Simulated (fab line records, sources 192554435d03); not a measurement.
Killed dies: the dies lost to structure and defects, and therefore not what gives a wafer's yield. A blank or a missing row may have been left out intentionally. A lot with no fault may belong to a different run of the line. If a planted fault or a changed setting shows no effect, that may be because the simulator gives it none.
Lot-split experiment    flow n5Finfet    21 wafers read from 7 lots, route of 1938 steps

== THE SPLIT ITSELF ==
At N5_HKMG_FIN_COAT_30 (time 60 s, resist thk 35 nm), the setting spinRpm was moved away from the recipe's 1500 rpm on 7 of the 21 wafers read, by -8.0% to +9.0%. All remaining wafers had this setting at the recipe value.

The reading comes from the split's own step.

== THE READING ==
SiARC_of_HKMG_FIN_COAT_30.thkNm (the simulator's own value, which no gauge read), in nm, at N5_HKMG_FIN_COAT_30 (time 60 s, resist thk 35 nm). The file gives no usual value for it. Here, 14 wafers ran the recipe; their average is 35.1 nm with a standard deviation of 0.099 nm.

wafer   tool, chamber at the split  spinRpm as run, rpm  against the recipe  SiARC_of_HKMG_FIN_COAT_30.thkNm, nm  against lot-mates on the recipe
L077.1  lithoTrack-04, 0            1500                 recipe              35                                   -
L077.3  lithoTrack-04, 0            1500                 recipe              35.2                                 -
L077.4  lithoTrack-04, 0            1500                 recipe              35.2                                 -
L080.1  lithoTrack-02, 0            1500                 recipe              35                                   -
L080.3  lithoTrack-02, 0            1500                 recipe              35                                   -
L080.4  lithoTrack-02, 0            1500                 recipe              35.2                                 -
L082.1  lithoTrack-02, 0            1635                 +9.0%               33.4                                 -1.6
L082.4  lithoTrack-02, 0            1635                 +9.0%               33.6                                 -1.4
L082.6  lithoTrack-02, 0            1500                 recipe              35                                   -
L086.2  lithoTrack-05, 0            1500                 recipe              35                                   -
L086.4  lithoTrack-05, 0            1380                 -8.0%               36.6                                 +1.6
L086.6  lithoTrack-05, 0            1380                 -8.0%               36.6                                 +1.6
L091.1  lithoTrack-04, 0            1500                 recipe              35.2                                 -
L091.2  lithoTrack-04, 0            1500                 recipe              35                                   -
L091.3  lithoTrack-04, 0            1500                 recipe              35                                   -
L094.3  lithoTrack-04, 0            1500                 recipe              35.2                                 -
L094.6  lithoTrack-04, 0            1500                 recipe              35.2                                 -
L094.5  lithoTrack-04, 0            1633                 +8.9%               33.6                                 -1.6
L095.2  lithoTrack-05, 0            1450                 -3.3%               35.6                                 +0.6
L095.3  lithoTrack-05, 0            1450                 -3.3%               35.6                                 +0.6
L095.6  lithoTrack-05, 0            1500                 recipe              35                                   -

FIT RESULTS
A straight line over all 21 wafers: SiARC_of_HKMG_FIN_COAT_30.thkNm changes by -0.178 nm for each +1% of spinRpm; r = -0.99; the points scatter about the line by 0.1 nm.
The same after taking each lot's own level away (the mean of its wafers on the recipe; 21 wafers): -0.181 nm for each +1%; r = -0.99; scatter 0.093 nm.
The reading moves by 1.6 nm for the largest change in spinRpm, on that fit.
Across the lots, their own levels run from 35.00 to 35.20 nm, a range of 2.0 times the standard deviation given above.
Hence the lot-to-lot level has little effect on the slope; both slopes agree.
Check: with one of the wafers moved furthest among these (+9.0%) left out of the fit, the line predicts -1.61 nm for it against its lot-mates. It came out at -1.6 nm against them.

== FURTHER SPLITS ON THESE WAFERS ==
These wafers also went through other splits before the reading. Each is held against what the fit with the lots' levels taken away leaves over:
other split on the same wafers  wafers away from the commonest value  r with SiARC_of_HKMG_FIN_COAT_30.thkNm (lot level and that fit taken away)
N5_SD_EPI_N_EXPOSE_06 doseMj    7                                     +0.12
N5_SD_EPI_P_COAT_34 spinRpm     9                                     +0.41
N5_SD_EPI_P_PEB_07 pebTimeS     6                                     +0.47
N5_HKMG_FIN_COAT_41 spinRpm     7                                     +0.05
N5_HKMG_FIN_COAT_42 spinRpm     6                                     +0.02

== THE FILE'S OWN FIT ==
SiARC_of_HKMG_FIN_COAT_30.thkNm changes by -0.181 nm for each +1% of spinRpm, r = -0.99.
